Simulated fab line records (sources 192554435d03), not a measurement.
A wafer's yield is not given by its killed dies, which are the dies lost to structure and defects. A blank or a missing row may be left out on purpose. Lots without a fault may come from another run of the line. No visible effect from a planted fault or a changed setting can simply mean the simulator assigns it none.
Matching of chambers + flow n5Finfet + 4 sister chambers for N5_BEOL_M0_SAQP_ETCH_106 on rieDiel-05
The step etches SOC in N2/H2, stops on SiNx, target depth 150 nm. 4 wafers are shown with their chamber, then 12 later ones without.

## WAFERS, EACH WITH ITS CHAMBER
| wafer  | chamber | drypumpMotorCurrentA (A) |
|--------|---------|--------------------------|
| L088.1 | 2       | 6.4                      |
| L088.4 | 3       | 5.5                      |
| L091.5 | 0       | 6.4                      |
| L091.6 | 1       | 5.0                      |

## WAFERS MISSING THEIR CHAMBER
| wafer  | drypumpMotorCurrentA (A) |
|--------|--------------------------|
| L092.1 | 5.0                      |
| L092.2 | 6.4                      |
| L092.3 | 6.4                      |
| L094.2 | 6.4                      |
| L094.4 | 6.4                      |
| L094.6 | 5.5                      |
| L096.2 | 6.3                      |
| L096.4 | 6.4                      |
| L096.6 | 5.0                      |
| L097.3 | 5.0                      |
| L097.4 | 5.0                      |
| L097.5 | 5.5                      |

## WHICH CHAMBER EACH WENT THROUGH
| wafer  | from the rows above     | in truth |
|--------|-------------------------|----------|
| L092.1 | 1                       | 1        |
| L092.2 | can't be placed: 0 or 2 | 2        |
| L092.3 | can't be placed: 0 or 2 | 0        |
| L094.2 | can't be placed: 0 or 2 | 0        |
| L094.4 | can't be placed: 0 or 2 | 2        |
| L094.6 | 3                       | 3        |
| L096.2 | can't be placed: 0 or 2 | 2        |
| L096.4 | can't be placed: 0 or 2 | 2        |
| L096.6 | 1                       | 1        |
| L097.3 | 1                       | 1        |
| L097.4 | 1                       | 1        |
| L097.5 | 3                       | 3        |
6 of 12 placed correctly. These rows do not allow placing 6 (true chamber among the candidates in 6). Wrongly placed: 0.
How it was worked out, from the rows above alone: a wafer's distance from a chamber is the root of the sum, over the readings, of the square of ((its reading less the chamber's mean) divided by the reading's scatter). If the next closest chamber is less than 2 further off than the closest, the wafer can't be placed; otherwise it belongs to the closest. The mean given for a chamber averages the wafers shown for that chamber. The scatter (one wafer shown for each chamber): square how far every hidden wafer sits from the nearest shown wafer, average those squares and take the square root.
